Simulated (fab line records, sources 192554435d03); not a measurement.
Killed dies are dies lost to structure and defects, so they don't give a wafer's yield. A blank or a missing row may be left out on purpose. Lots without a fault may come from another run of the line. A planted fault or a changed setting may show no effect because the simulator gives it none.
fab line records | flow n5_finfet
record lots=12 wafers=33 last_day=17
route steps=1938 shown GATE_CUT@503 PASSIVATION@1936
lots that met no fault: from a run of the same line without faults
start_h: hours from the record's first day to the start of the lot's first wafer shown | wait_h: hours since the lot's step before | " the same as in the row above | L1.1+2: a row that stands for several wafers | - no value, or no start given | * or withheld: withheld | < > ~ a bound
route shown NAME@n: a module of which the file shows steps, and the number in the route of the first | usual: mean/standard deviation of fault-free wafers | same: alike in all rows | chamber/n: place in a boat | sites: the reading at each site | _std_site: their standard deviation | _edge_site: outer sites' mean less inner sites' | radius_mm: how far each site lies from the wafer's centre | mask NAME#n: copy n | behind: the tool/chamber that last shaped the wafer | hold: why the lot was held/for how many hours/how that ended | device: the transistor (n, p or np) that didn't switch | end of line: the same wafers' tests at the end of the route | a step without rows: its recipe alone | killed: dies lost to structure and defects at the first sort, not the wafer's yield | map: a wafer's dies, x killed, . not, _ none there
set.NAME: the setting as run; set.NAME@STEP: as run at that earlier step | model.NAME: the simulator's own value behind a step, which no gauge read
steps of the route over a sample of lots; a table a step, a row a wafer
services: from which hour (start_h, from the record's first day; less than 0 if before it) a tool's chamber was out of use, for how many hours, and why
## steps
# step N5_GATE_CUT_ETCH_47
# recipe chemistry=Cl2/BCl3 target=SiO2 target_depth_a=100 pressure_mtorr=10 icp_w=1000 bias_w=126 Cl2_flow_sccm=53.25 bcl3_flow_sccm=21.75 Ar_flow_sccm=25
# usual drypump_motor_current_A=5.5/0.37 he_backside_leak_sccm=3.51/0.26 oes_product_au=0.78/0.14 throttle_valve_pct=22.71/0.25
# columns lot.wafer tool chamber start_h wait_h drypump_motor_current_A he_backside_leak_sccm oes_product_au rf_hours_counter_h throttle_valve_pct
L495.2 rie_metal-02 0 87.75 0.0 6.1 3.28 0.92 5 22.61
L495.4 " 0 " " 6.1 3.44 0.93 - 22.61
L495.5 " 0 " " 6.1 3.37 0.93 - 22.61
L497.1 rie_metal-03 0 104.70 0.0 5.6 3.59 0.95 4 22.52
L497.2 " 1 " " 5.6 3.44 0.79 35 22.63
L497.6 " 0 " " 5.6 3.64 0.95 - 22.52
L499.1 rie_metal-02 0 108.33 0.0 6.1 3.23 0.91 7 22.65
L499.2 " 1 " " 5.5 3.41 0.86 18 22.45
L499.6 " 1 " " 5.5 6.08 0.87 - 22.44
L501.1 rie_metal-01 0 121.53 0.0 5.0 3.63 0.58 142 23.08
L501.2 " 1 " " 5.5 3.29 0.85 16 22.43
L501.6 " 0 " " 5.0 3.59 0.59 - 23.07
L502.2 rie_metal-03 0 129.52 0.0 5.6 3.34 0.96 6 22.53
L502.3 " 0 " " 5.7 3.50 0.96 - 22.52
L502.5 " 1 " " 5.6 3.55 0.79 - 22.63
L504.1 rie_metal-02 0 144.76 0.0 6.1 3.41 0.90 10 22.63
L504.2 " 1 " " 5.5 3.70 0.85 22 22.46
L505.1 rie_metal-02 0 156.16 0.0 6.1 3.48 0.88 12 22.65
L505.3 " 0 " " 6.1 3.51 0.88 - 22.63
L505.6 " 1 " " 5.5 3.61 0.84 - 22.47
L506.1 rie_metal-02 1 162.66 0.0 5.5 3.52 0.83 24 22.47
L506.2 " 0 " " 6.1 3.23 0.88 13 22.65
L506.6 " 0 " " 6.1 3.32 0.88 - 22.63
L509.2 rie_metal-03 1 174.95 0.0 5.7 3.55 0.77 40 22.65
L509.3 " 0 " " 5.6 3.42 0.93 - 22.55
L509.6 " 1 " " 5.7 3.67 0.76 - 22.64
L511.1 rie_metal-01 0 183.55 0.1 5.0 3.39 0.58 150 23.08
L511.5 " 0 " " 5.1 3.47 0.58 - 23.09
L513.1 rie_metal-03 0 190.30 0.0 5.6 3.67 0.92 11 22.53
L513.4 " 1 " " 5.7 3.58 0.76 - 22.64
L513.5 " 1 " " 5.7 3.43 0.77 - 22.65
L516.1 rie_metal-02 1 210.24 0.0 5.5 3.54 0.82 29 22.49
L516.3 " 1 " " 5.5 3.69 0.83 - 22.46
# step N5_GATE_CUT_VAPOR_ETCH_48
# recipe chemistry=BCl3/Cl2 target=TiN mode=isotropic
# usual drypump_motor_current_A=5.5/0.37 he_backside_leak_sccm=3.49/0.16 oes_product_au=0.78/0.14
# columns lot.wafer tool chamber start_h wait_h drypump_motor_current_A he_backside_leak_sccm oes_product_au
L495.2 rie_metal-02 0 87.78 0.0 6.1 3.35 0.93
L495.4 " 0 " " 6.1 3.31 0.94
L495.5 " 0 " " 6.1 3.46 0.94
L497.1 rie_metal-03 0 104.74 0.0 5.7 3.52 0.96
L497.2 " 1 " " 5.6 3.73 0.78
L497.6 " 0 " " 5.6 3.37 0.96
L499.1 rie_metal-02 0 108.36 0.0 6.1 3.48 0.92
L499.2 " 1 " " 5.5 3.61 0.86
L499.6 " 1 " " 5.5 3.50 0.85
L501.1 rie_metal-01 0 121.56 0.0 5.0 3.49 0.59
L501.2 " 1 " " 5.4 3.15 0.84
L501.6 " 0 " " 5.0 3.54 0.59
L502.2 rie_metal-03 0 129.55 0.0 5.7 3.62 0.95
L502.3 " 0 " " 5.7 3.61 0.95
L502.5 " 1 " " 5.7 3.82 0.78
L504.1 rie_metal-02 0 144.79 0.0 6.1 3.40 0.91
L504.2 " 1 " " 5.5 3.48 0.86
L505.1 rie_metal-02 0 156.19 0.0 6.1 3.28 0.89
L505.3 " 0 " " 6.1 3.40 0.88
L505.6 " 1 " " 5.5 3.30 0.83
L506.1 rie_metal-02 1 162.69 0.0 5.5 3.53 0.83
L506.2 " 0 " " 6.2 3.32 0.88
L506.6 " 0 " " 6.1 3.46 0.88
L509.2 rie_metal-03 1 174.98 0.0 5.7 3.44 0.77
L509.3 " 0 " " 5.7 3.60 0.93
L509.6 " 1 " " 5.7 3.53 0.77
L511.1 rie_metal-01 0 183.61 0.1 5.0 3.51 0.58
L511.5 " 0 " " 5.0 3.50 0.58
L513.1 rie_metal-03 0 190.33 0.0 5.6 3.58 0.91
L513.4 " 1 " " 5.7 3.94 0.77
L513.5 " 1 " " 5.7 3.86 0.77
L516.1 rie_metal-02 1 210.27 0.0 5.5 3.60 0.83
L516.3 " 1 " " 5.5 3.39 0.82
# step N5_GATE_CUT_STRIP_21
# recipe chemistry=N2/H2 time_s=30 power_w=1000 temp_c=250 pressure_mtorr=withheld n2_flow_sccm=1750 h2_flow_sccm=3250
# usual drypump_motor_current_A=5.2/0.32 h2_flow_sccm=3250/10 heater_power_w=332/42
# columns lot.wafer tool chamber start_h wait_h drypump_motor_current_A h2_flow_sccm heater_power_w rf_hours_counter_h
L495.2 plasma_asher-02 0 87.89 0.0 5.7 3237 363 39
L495.4 " 1 " " 5.4 3263 261 -
L495.5 " 0 " " 5.7 3248 354 -
L497.1 plasma_asher-02 0 104.88 0.0 5.6 3248 359 43
L497.2 " 1 " " 5.4 3249 250 43
L497.6 " 1 " " 5.4 3257 256 -
L499.1 plasma_asher-01 1 108.47 0.0 4.9 3253 335 88
L499.2 " 0 " " 4.9 3234 372 88
L499.6 " 0 " " 4.9 3247 369 -
L501.1 plasma_asher-01 1 121.67 0.0 4.9 3251 339 90
L501.2 " 0 " " 4.9 3235 377 90
L501.6 " 0 " " 4.9 3242 372 -
L502.2 plasma_asher-01 1 129.66 0.0 4.9 3232 347 91
L502.3 " 0 " " 4.9 3251 358 -
L502.5 " 1 " " 4.9 3254 335 -
L504.1 plasma_asher-02 1 144.90 0.0 5.4 3257 261 51
L504.2 " 0 " " 5.7 3243 365 51
L505.1 plasma_asher-02 1 156.36 0.1 5.4 3256 256 54
L505.3 " 0 " " 5.7 3263 355 -
L505.6 " 1 " " 5.4 3247 262 -
L506.1 plasma_asher-02 1 162.81 0.0 5.4 3236 258 55
L506.2 " 0 " " 5.7 3257 365 55
L506.6 " 1 " " 5.4 3245 259 -
L509.2 plasma_asher-01 0 175.09 0.0 4.9 3248 371 103
L509.3 " 0 " " 4.9 3254 371 -
L509.6 " 0 " " 4.9 3234 374 -
L511.1 plasma_asher-01 0 183.81 0.1 4.9 3260 367 106
L511.5 " 1 " " 4.9 3244 331 -
L513.1 plasma_asher-01 1 190.44 0.0 4.9 3244 336 109
L513.4 " 1 " " 4.9 3248 338 -
L513.5 " 0 " " 4.9 3244 368 -
L516.1 plasma_asher-02 1 210.38 0.0 5.4 3246 258 59
L516.3 " 1 " " 5.4 3237 257 -
# step N5_GATE_CUT_CMP_23
# recipe stop_on=SiO2 t_overpolish_s=23.4 post_cmp_clean=alkaline_brush down_force_psi=2.5 platen_rpm=51.8 pad_velocity_m_s=1.0307 target_thk_nm=16
# usual motor_current_A=9.2/0.87 overpolish_run_s=23.400/0.0082 platen_rpm=51.80/0.03 time_to_endpoint_s=19/3.1
# columns lot.wafer tool chamber start_h wait_h motor_current_A overpolish_run_s platen_rpm time_to_endpoint_s
L495.2 cmp-02 2 90.17 0.8 9.7 23.398 51.84 22
L495.4 " 3 " " 8.0 23.400 51.85 21
L495.5 " 1 " " 10.9 23.410 51.79 18
L497.1 cmp-01 3 106.57 0.8 9.5 23.402 51.84 19
L497.2 " 1 " " 9.3 23.407 51.84 20
L497.6 " 0 " " 9.0 23.390 51.79 21
L499.2 cmp-01 1 110.19 0.8 9.5 23.398 51.77 22
L499.1 " 2 " " 9.7 23.399 51.79 17
L499.6 " 0 " " 8.9 23.396 51.81 21
L501.2 cmp-03 2 123.39 0.8 9.7 23.387 51.83 17
L501.1 " 3 " " 7.8 23.417 51.80 16
L501.6 " 0 " " 8.1 23.413 51.80 16
L502.2 cmp-03 0 131.34 0.8 7.9 23.384 51.80 15
L502.3 " 2 " " 8.9 23.383 51.75 19
L502.5 " 0 " " 8.1 23.401 51.74 16
L504.1 cmp-03 1 147.12 0.8 10.9 23.393 51.79 19
L504.2 " 2 " " 9.4 23.408 51.76 18
L505.3 cmp-01 3 158.08 0.8 9.0 23.409 51.77 21
L505.1 " 0 " " 9.0 23.403 51.79 22
L505.6 " 3 " " 9.4 23.390 51.79 19
L506.1 cmp-02 2 164.72 0.8 9.8 23.404 51.82 23
L506.2 " 1 " " 10.1 23.414 51.83 23
L506.6 " 3 " " 8.0 23.408 51.80 25
L509.2 cmp-01 2 176.77 0.8 9.5 23.395 51.81 20
L509.3 " 0 " " 8.7 23.411 51.80 23
L509.6 " 1 " " 9.3 23.400 51.82 23
L511.1 cmp-01 0 185.46 0.8 8.8 23.400 51.83 20
L511.5 " 0 " " 8.6 23.401 51.84 42
L513.4 cmp-01 1 192.72 0.8 9.4 23.393 51.78 21
L513.1 " 2 " " 9.6 23.406 51.81 20
L513.5 " 0 " " 8.3 23.401 51.74 42
L516.1 cmp-01 3 212.06 0.8 9.0 23.391 51.79 21
L516.3 " 1 " " 10.1 23.389 51.72 39
# step N5_PASSIVATION_PROBE_49
# usual killed_at_M0_to_M3=33/11 killed_at_M4_up=13/5.2 killed_at_contacts=11/5.7 killed_at_front_end=39/11 killed_at_other=4/3 killed_dies=101/20 killed_open=66/15 killed_short=33/8.4
# same gross_dies=1180 killed_at_back_side=0
# columns lot.wafer tool chamber start_h wait_h killed_at_M0_to_M3 killed_at_M4_up killed_at_contacts killed_at_front_end killed_at_other killed_dies killed_open killed_short
L495.2 prober-02 - 288.10 0.1 31 23 7 32 1 94 63 28
L495.4 prober-02 - 288.20 0.2 38 14 4 43 5 104 67 34
L495.5 prober-02 - 288.25 0.2 38 12 4 37 0 91 59 30
L497.1 prober-01 - 297.33 0.0 43 25 12 39 4 123 84 35
L497.2 prober-01 - 297.38 0.1 31 20 19 40 4 114 68 37
L497.6 prober-01 - 297.58 0.3 19 18 10 48 2 97 67 27
L499.1 prober-01 - 300.72 0.0 33 21 4 42 1 101 60 40
L499.2 prober-01 - 300.77 0.1 13 14 18 39 7 91 56 33
L499.6 prober-01 - 300.97 0.3 32 12 10 38 2 94 56 35
L502.2 prober-01 - 315.66 0.1 58 17 7 26 6 114 76 35
L502.3 prober-01 - 315.71 0.1 41 11 9 32 2 95 62 31
L502.5 prober-01 - 315.81 0.2 50 11 13 23 9 106 60 45
L504.1 prober-01 - 321.15 0.0 22 10 15 44 6 97 59 36
L504.2 prober-01 - 321.20 0.1 33 8 8 60 3 112 69 41
L501.1 prober-02 - 321.23 0.1 25 9 4 23 7 68 38 29
L501.2 prober-02 - 321.28 0.2 28 9 19 40 1 97 55 40
L501.6 prober-02 - 321.48 0.4 10 11 6 31 3 61 35 25
L505.1 prober-01 - 337.32 0.0 23 11 5 27 7 73 48 23
L505.3 prober-01 - 337.42 0.1 43 17 4 18 3 85 61 22
L505.6 prober-01 - 337.57 0.3 37 11 7 40 2 97 68 27
L506.1 prober-01 - 342.43 0.0 42 7 8 62 8 127 76 50
L506.2 prober-01 - 342.48 0.1 51 16 11 54 1 133 91 42
L506.6 prober-01 - 342.68 0.3 21 23 13 64 4 125 77 46
L509.2 prober-01 - 354.15 0.1 35 21 13 57 3 129 86 40
L509.3 prober-01 - 354.20 0.1 32 9 21 32 5 99 62 37
L509.6 prober-01 - 354.35 0.3 47 12 15 32 4 110 60 48
L513.1 prober-01 - 378.54 0.0 21 6 5 39 6 77 36 33
L513.4 prober-01 - 378.69 0.2 52 19 9 28 8 116 63 51
L513.5 prober-01 - 378.74 0.2 24 12 4 34 5 79 65 13
L511.1 prober-02 - 385.93 0.0 21 10 8 39 2 80 52 28
L511.5 prober-02 - 386.13 0.2 27 12 16 39 8 102 77 25
L516.1 prober-02 - 410.60 0.0 24 13 9 55 15 116 71 41
L516.3 prober-02 - 410.70 0.1 36 12 19 38 2 107 68 37
# killed by level:class
L495.2 BEOL_M1:geometric_particle:open=11 BEOL_M4:geometric_particle:open=10 FIN_SAQP:geometric_particle:short=7 MOL_CONTACT_COAG:geometric_particle:open=6 STI_FIN_REVEAL:geometric_particle:open=6 FIN_SAQP:geometric_particle:open=4 BEOL_M2:geometric_particle:open=4 BEOL_M3:geometric_particle:open=4
L495.4 BEOL_M1:geometric_particle:open=14 STI_FIN_REVEAL:geometric_particle:open=12 BEOL_M0_SAQP:geometric_particle:open=8 FIN_SAQP:geometric_particle:short=6 BEOL_M0_SAQP:geometric_particle:short=6 DUMMY_GATE:geometric_particle:open=5 STI_FIN_REVEAL:geometric_particle:short=4 BEOL_M4:geometric_particle:open=4
L495.5 STI_FIN_REVEAL:geometric_particle:open=13 BEOL_M1:geometric_particle:open=9 BEOL_M0_SAQP:geometric_particle:open=7 FIN_SAQP:geometric_particle:open=6 FIN_SAQP:geometric_particle:short=6 BEOL_M2:geometric_particle:short=6 BEOL_M3:geometric_particle:open=5 MOL_CONTACT_COAG:geometric_particle:open=4
L497.1 BEOL_M0_SAQP:geometric_particle:open=13 MOL_CONTACT_COAG:geometric_particle:open=11 BEOL_M4:geometric_particle:open=11 STI_FIN_REVEAL:geometric_particle:open=9 BEOL_M3:geometric_particle:open=9 BEOL_M0_SAQP:geometric_particle:short=8 FIN_SAQP:geometric_particle:open=5 GATE_CUT:geometric_particle:short=5
L497.2 MOL_CONTACT_COAG:geometric_particle:open=10 MOL_CONTACT_COAG:geometric_particle:short=9 STI_FIN_REVEAL:geometric_particle:open=8 BEOL_M4:geometric_particle:open=8 FIN_SAQP:geometric_particle:open=7 BEOL_M1:geometric_particle:open=7 STARTING-WAFER:geometric_particle:open=6 BEOL_M3:geometric_particle:short=6
L497.6 STI_FIN_REVEAL:geometric_particle:open=22 MOL_CONTACT_COAG:geometric_particle:open=8 BEOL_M1:geometric_particle:open=7 GATE_CUT:geometric_particle:open=6 STI_FIN_REVEAL:geometric_particle:short=4 BEOL_M3:geometric_particle:open=4 BEOL_M4:geometric_particle:open=4 BEOL_M5:geometric_particle:open=4
L499.1 FIN_SAQP:geometric_particle:short=13 BEOL_M0_SAQP:geometric_particle:short=12 BEOL_M0_SAQP:geometric_particle:open=8 BEOL_M4:geometric_particle:open=8 STI_FIN_REVEAL:geometric_particle:open=7 FIN_SAQP:geometric_particle:open=5 BEOL_M3:geometric_particle:open=4 BEOL_M5:geometric_particle:open=4
L499.2 MOL_CONTACT_COAG:geometric_particle:open=13 FIN_SAQP:geometric_particle:short=7 GATE_CUT:geometric_particle:short=6 GATE_CUT:geometric_particle:open=6 MOL_CONTACT_COAG:geometric_particle:short=5 STARTING-WAFER:geometric_particle:short=5 STARTING-WAFER:geometric_particle:open=5 FIN_SAQP:geometric_particle:open=4
L499.6 BEOL_M3:geometric_particle:open=10 FIN_SAQP:geometric_particle:short=8 STI_FIN_REVEAL:geometric_particle:open=8 MOL_CONTACT_COAG:geometric_particle:open=8 FIN_SAQP:geometric_particle:open=5 GATE_CUT:geometric_particle:short=5 BEOL_M1:geometric_particle:short=5 BEOL_M0_SAQP:geometric_particle:short=4
L502.2 BEOL_M3:geometric_particle:open=14 BEOL_M0_SAQP:geometric_particle:short=11 BEOL_M2:geometric_particle:open=10 BEOL_M0_SAQP:geometric_particle:open=9 BEOL_M4:geometric_particle:open=6 MOL_CONTACT_COAG:geometric_particle:open=6 BEOL_M1:geometric_particle:open=6 GATE_CUT:geometric_particle:short=4
L502.3 BEOL_M0_SAQP:geometric_particle:short=13 BEOL_M2:geometric_particle:open=13 FIN_SAQP:geometric_particle:short=8 GATE_CUT:geometric_particle:open=8 MOL_CONTACT_COAG:geometric_particle:open=8 BEOL_M1:geometric_particle:open=6 BEOL_M4:geometric_particle:open=4 STARTING-WAFER:geometric_particle:open=4
L502.5 BEOL_M3:geometric_particle:short=12 BEOL_M3:geometric_particle:open=11 MOL_CONTACT_COAG:geometric_particle:open=10 BEOL_M0_SAQP:geometric_particle:short=10 BEOL_M0_SAQP:geometric_particle:open=5 BEOL_M1:geometric_particle:open=5 STI_FIN_REVEAL:geometric_particle:open=4 GATE_CUT:geometric_particle:open=4
L504.1 MOL_CONTACT_COAG:geometric_particle:open=12 FIN_SAQP:geometric_particle:short=11 GATE_CUT:geometric_particle:short=9 STI_FIN_REVEAL:geometric_particle:open=5 GATE_CUT:geometric_particle:open=5 BEOL_M3:geometric_particle:open=5 DUMMY_GATE:geometric_particle:open=4 BEOL_M0_SAQP:geometric_particle:short=4
L504.2 STI_FIN_REVEAL:geometric_particle:open=23 BEOL_M0_SAQP:geometric_particle:short=9 MOL_CONTACT_COAG:geometric_particle:open=7 BEOL_M3:geometric_particle:open=7 DUMMY_GATE:geometric_particle:open=6 FIN_SAQP:geometric_particle:short=5 BEOL_M0_SAQP:geometric_particle:open=5 STI_FIN_REVEAL:geometric_particle:short=4
L501.1 BEOL_M0_SAQP:geometric_particle:open=11 GATE_CUT:geometric_particle:short=8 BEOL_M0_SAQP:geometric_particle:short=8 FIN_SAQP:geometric_particle:open=3 FIN_SAQP:geometric_particle:short=3 BEOL_M8:geometric_particle:open=3 MOL_CONTACT_COAG:geometric_particle:open=3 PASS1_DEP:geometric_particle:open=3
L501.2 MOL_CONTACT_COAG:geometric_particle:open=15 FIN_SAQP:geometric_particle:short=10 BEOL_M0_SAQP:geometric_particle:open=8 BEOL_M0_SAQP:geometric_particle:short=7 DUMMY_GATE:geometric_particle:open=6 FIN_SAQP:geometric_particle:open=5 BEOL_M3:geometric_particle:short=5 MOL_CONTACT_COAG:geometric_particle:short=4
L501.6 FIN_SAQP:geometric_particle:open=11 GATE_CUT:geometric_particle:short=8 MOL_CONTACT_COAG:geometric_particle:open=4 BEOL_M4:geometric_particle:open=3 STARTING-WAFER:geometric_particle:short=3 FIN_SAQP:geometric_particle:short=2 STI_FIN_REVEAL:geometric_particle:open=2 MOL_CONTACT_COAG:geometric_particle:short=2
L505.1 BEOL_M0_SAQP:geometric_particle:short=7 FIN_SAQP:geometric_particle:open=5 STI_FIN_REVEAL:geometric_particle:open=5 BEOL_M1:geometric_particle:open=5 DUMMY_GATE:geometric_particle:open=4 MOL_CONTACT_COAG:geometric_particle:open=4 BEOL_M2:geometric_particle:open=4 PAD_METAL:geometric_particle:short=4
L505.3 BEOL_M0_SAQP:geometric_particle:open=10 BEOL_M2:geometric_particle:open=9 BEOL_M0_SAQP:geometric_particle:short=8 BEOL_M4:geometric_particle:open=7 DUMMY_GATE:geometric_particle:open=5 BEOL_M3:geometric_particle:open=5 STI_FIN_REVEAL:geometric_particle:open=4 GATE_CUT:geometric_particle:short=3
L505.6 FIN_SAQP:geometric_particle:open=16 BEOL_M0_SAQP:geometric_particle:open=10 BEOL_M0_SAQP:geometric_particle:short=9 FIN_SAQP:geometric_particle:short=7 BEOL_M2:geometric_particle:open=7 MOL_CONTACT_COAG:geometric_particle:open=5 BEOL_M1:geometric_particle:open=4 BEOL_M3:geometric_particle:open=4
L506.1 STI_FIN_REVEAL:geometric_particle:open=29 FIN_SAQP:geometric_particle:short=12 BEOL_M0_SAQP:geometric_particle:short=8 BEOL_M3:geometric_particle:open=7 BEOL_M1:geometric_particle:short=7 MOL_CONTACT_COAG:geometric_particle:open=6 BEOL_M2:geometric_particle:open=6 BEOL_M0_SAQP:geometric_particle:open=5
L506.2 FIN_SAQP:geometric_particle:short=16 STI_FIN_REVEAL:geometric_particle:open=14 BEOL_M0_SAQP:geometric_particle:open=13 BEOL_M3:geometric_particle:open=13 FIN_SAQP:geometric_particle:open=12 MOL_CONTACT_COAG:geometric_particle:open=9 BEOL_M0_SAQP:geometric_particle:short=9 BEOL_M1:geometric_particle:open=5
L506.6 STI_FIN_REVEAL:geometric_particle:open=26 FIN_SAQP:geometric_particle:short=15 BEOL_M0_SAQP:geometric_particle:short=12 MOL_CONTACT_COAG:geometric_particle:open=11 BEOL_M4:geometric_particle:open=10 FIN_SAQP:geometric_particle:open=9 BEOL_M3:geometric_particle:open=5 STI_FIN_REVEAL:geometric_particle:short=3
L509.2 STI_FIN_REVEAL:geometric_particle:open=21 BEOL_M4:geometric_particle:open=11 MOL_CONTACT_COAG:geometric_particle:open=9 BEOL_M2:geometric_particle:open=9 BEOL_M0_SAQP:geometric_particle:open=8 STI_FIN_REVEAL:geometric_particle:short=7 BEOL_M1:geometric_particle:open=6 FIN_SAQP:geometric_particle:short=5
L509.3 MOL_CONTACT_COAG:geometric_particle:open=16 STI_FIN_REVEAL:geometric_particle:open=9 GATE_CUT:geometric_particle:short=9 BEOL_M3:geometric_particle:open=8 MOL_CONTACT_COAG:geometric_particle:short=5 BEOL_M0_SAQP:geometric_particle:short=5 BEOL_M0_SAQP:geometric_particle:open=5 GATE_CUT:geometric_particle:open=4
L509.6 MOL_CONTACT_COAG:geometric_particle:open=12 BEOL_M2:geometric_particle:short=9 FIN_SAQP:geometric_particle:short=8 BEOL_M0_SAQP:geometric_particle:short=8 BEOL_M0_SAQP:geometric_particle:open=7 BEOL_M3:geometric_particle:open=7 BEOL_M2:geometric_particle:open=5 BEOL_M1:geometric_particle:open=5
L513.1 HKMG_FIN:area_etch=8 FIN_SAQP:geometric_particle:short=7 BEOL_M0_SAQP:geometric_particle:short=7 STI_FIN_REVEAL:geometric_particle:open=6 MOL_CONTACT_COAG:geometric_particle:open=5 BEOL_M0_SAQP:geometric_particle:open=5 STI_FIN_REVEAL:geometric_particle:short=3 DUMMY_GATE:geometric_particle:open=3
L513.4 BEOL_M0_SAQP:geometric_particle:short=18 BEOL_M4:geometric_particle:open=11 BEOL_M0_SAQP:geometric_particle:open=10 STI_FIN_REVEAL:geometric_particle:open=9 STARTING-WAFER:geometric_particle:short=7 MOL_CONTACT_COAG:geometric_particle:open=6 BEOL_M1:geometric_particle:open=6 BEOL_M2:geometric_particle:open=5
L513.5 BEOL_M0_SAQP:geometric_particle:open=10 STI_FIN_REVEAL:geometric_particle:open=8 FIN_SAQP:geometric_particle:open=7 BEOL_M4:geometric_particle:open=7 BEOL_M3:geometric_particle:open=6 FIN_SAQP:geometric_particle:short=5 MOL_CONTACT_COAG:geometric_particle:open=4 STARTING-WAFER:geometric_particle:open=4
L511.1 FIN_SAQP:geometric_particle:short=11 FIN_SAQP:geometric_particle:open=9 STI_FIN_REVEAL:geometric_particle:open=8 MOL_CONTACT_COAG:geometric_particle:open=7 BEOL_M1:geometric_particle:open=6 BEOL_M0_SAQP:geometric_particle:short=6 BEOL_M4:geometric_particle:open=6 DUMMY_GATE:geometric_particle:open=5
L511.5 MOL_CONTACT_COAG:geometric_particle:open=16 FIN_SAQP:geometric_particle:open=9 STI_FIN_REVEAL:geometric_particle:open=7 BEOL_M3:geometric_particle:open=6 BEOL_M4:geometric_particle:open=6 FIN_SAQP:geometric_particle:short=5 BEOL_M0_SAQP:geometric_particle:open=5 BEOL_M0_SAQP:geometric_particle:short=5
L516.1 STI_FIN_REVEAL:geometric_particle:open=22 FIN_SAQP:geometric_particle:short=7 MOL_CONTACT_COAG:geometric_particle:open=7 BEOL_M4:geometric_particle:open=7 DUMMY_GATE:geometric_particle:open=6 BEOL_M0_SAQP:geometric_particle:short=6 STI_FIN_REVEAL:geometric_particle:short=5 PAD_METAL:geometric_particle:open=4
L516.3 MOL_CONTACT_COAG:geometric_particle:open=16 BEOL_M1:geometric_particle:open=10 BEOL_M0_SAQP:geometric_particle:short=9 STI_FIN_REVEAL:geometric_particle:open=7 FIN_SAQP:geometric_particle:open=6 FIN_SAQP:geometric_particle:short=5 DUMMY_GATE:geometric_particle:open=5 BEOL_M2:geometric_particle:open=4
## services
# columns tool chamber start_h hours kind
rie_metal-03 1 79.41 17.3 repair
rie_metal-03 0 85.81 3.8 repair
cmp-01 - 117.98 0.6 repair
cmp-01 - 124.82 5.8 repair
plasma_asher-02 - 134.18 1.1 repair
cmp-02 - 139.49 4.0 pm
cmp-02 - 143.49 - consumable_replace:conditioner
cmp-02 - 143.49 - consumable_replace:pad
cmp-02 - 143.49 11.0 pm
rie_metal-01 1 144.96 112.8 repair
cmp-01 - 162.61 1.0 repair
plasma_asher-02 - 163.55 28.1 pm
rie_metal-03 1 165.66 1.4 repair
cmp-01 - 173.77 0.7 repair
cmp-01 - 177.34 6.2 pm
rie_metal-01 - 188.23 0.6 repair
cmp-01 - 198.41 2.6 repair
## key
first_sign step=N5_GATE_CUT_CMP_23 reading=time_to_endpoint_s direction=up sigmas=7 usual=* struck=*
effect none on later readings
met_at N5_GATE_CUT_CMP_23
struck_lots L511,L513,L516
struck_wafers L511.5,L513.5,L516.3
tester_left_out L511,L513,L516
not_acting_at N5_GATE_CUT_ETCH_47,N5_GATE_CUT_VAPOR_ETCH_48,N5_GATE_CUT_STRIP_21
onset_between 176.77 185.46
fault kind=process_parameter_drift tool=cmp-01 chamber=- onset_h=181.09 steps=N5_GATE_CUT_CMP_23 channel=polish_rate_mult offset=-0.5 shape=step end_h=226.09 scope=struck_wafers_only
# tester_left_out: of these lots the tester's yield and bins aren't shown, on N5 and GAA mostly nor the transistor test; their killed dies are dies lost to structure and defects alone, not to doping, threshold or leakage, so they don't give the yield
